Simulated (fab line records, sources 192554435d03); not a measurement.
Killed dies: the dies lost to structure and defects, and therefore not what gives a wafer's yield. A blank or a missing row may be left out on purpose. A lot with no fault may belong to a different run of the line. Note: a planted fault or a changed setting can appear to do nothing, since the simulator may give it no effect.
Problem report in the 8D (eight disciplines) form, filled by code -- flow n5_finfet -- the parts of the form that need people (team, actions taken, sign-off) are left out

1. THE PROBLEM
Wafers without a fault read 51.79 rpm, standard deviation 0.034; platen_rpm at N5_SDB_CMP_30 reads a mean of 53.88 rpm on 6 wafers belonging to 2 lots. Measured from the usual mean, that is +61 standard deviations.
The step: polishes, stops on poly-Si, t overpolish 1.54 s, target thk 30 nm.
The first sign was on wafer L614.2 at day 5 11:39, on cmp-03. Wafers with a number at this step in the record: 30, from 10 lots. By rule, "out" or "out of limits" means more than 4 standard deviations away from the usual mean. Any other wafer with a number is counted as sound.

2. WHAT IT IS AND WHAT IT IS NOT
question,is,is not
which readings at this step,platen_rpm,"motor_current_A, overpolish_run_s, time_to_endpoint_s"
which lots,"L614, L617","L608, L609, L610, L624, L625, L626, L628, L631"
which wafers of those lots,all that have a number,-
read on which tools,cmp-03,"cmp-01, cmp-02"
when,from day 5 11:39,"up to then (9 sound wafers); but 15 sound wafers of L624, L625, L626, L628, L631 came after"

3. WHAT RULES OUT EACH SUSPECT
Counting: a tool stays on the suspect list if, at a process step up to the reading, it processed all lots that are out and no sound lot following the first of them.
- ald_sin-03 at N5_SDB_ALD_29 (deposits SiNx, target thk 30 nm, pulse time 1 s, ald cycles 600): ruled out as a lasting fault. After its first lot that is out, L614 (day 5 08:55), sound lots L628 ran on it.
- cmp-03 at N5_SDB_CMP_30 (polishes, stops on poly-Si, t overpolish 1.54 s, target thk 30 nm): ruled out as a lasting fault. After its first lot that is out, L614 (day 5 11:39), sound lots L631 ran on it.
Left after counting: nothing in the record.

4. THE CAUSE (what the simulator had put in)
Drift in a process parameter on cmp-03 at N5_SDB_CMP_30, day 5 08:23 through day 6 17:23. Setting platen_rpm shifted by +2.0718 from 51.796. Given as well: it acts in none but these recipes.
Counting ruled it out, wrongly.

5. THE EFFECT CHAIN, in route order
Each row: a reading whose mean over the struck wafers that have a number lies more than 3 standard deviations from the usual. Readings are gone through only where the record gives a usual standard deviation; hours: the median, over the lots, of the time from a lot's start at the first step in this table giving one to that lot's start at this step; sigmas: the change measured in usual standard deviations.
hours,step,reading,usual,on struck wafers,change,sigmas
0,N5_SDB_CMP_30,platen_rpm,51.79 rpm,53.88,+2.09,+61
Process steps it contains:
- N5_SDB_CMP_30: polishes, stops on poly-Si, t overpolish 1.54 s, target thk 30 nm.
At these later measuring or inspecting steps, every struck wafer for which the step has a row has a number for every such reading, and none has moved that far: N5_BEOL_M4_RC_MEAS_101.

6. WHAT WOULD HAVE CAUGHT IT SOONER
First out-of-limits reading in this record: day 5 11:39, which is 3 hours after fault onset at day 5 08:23.
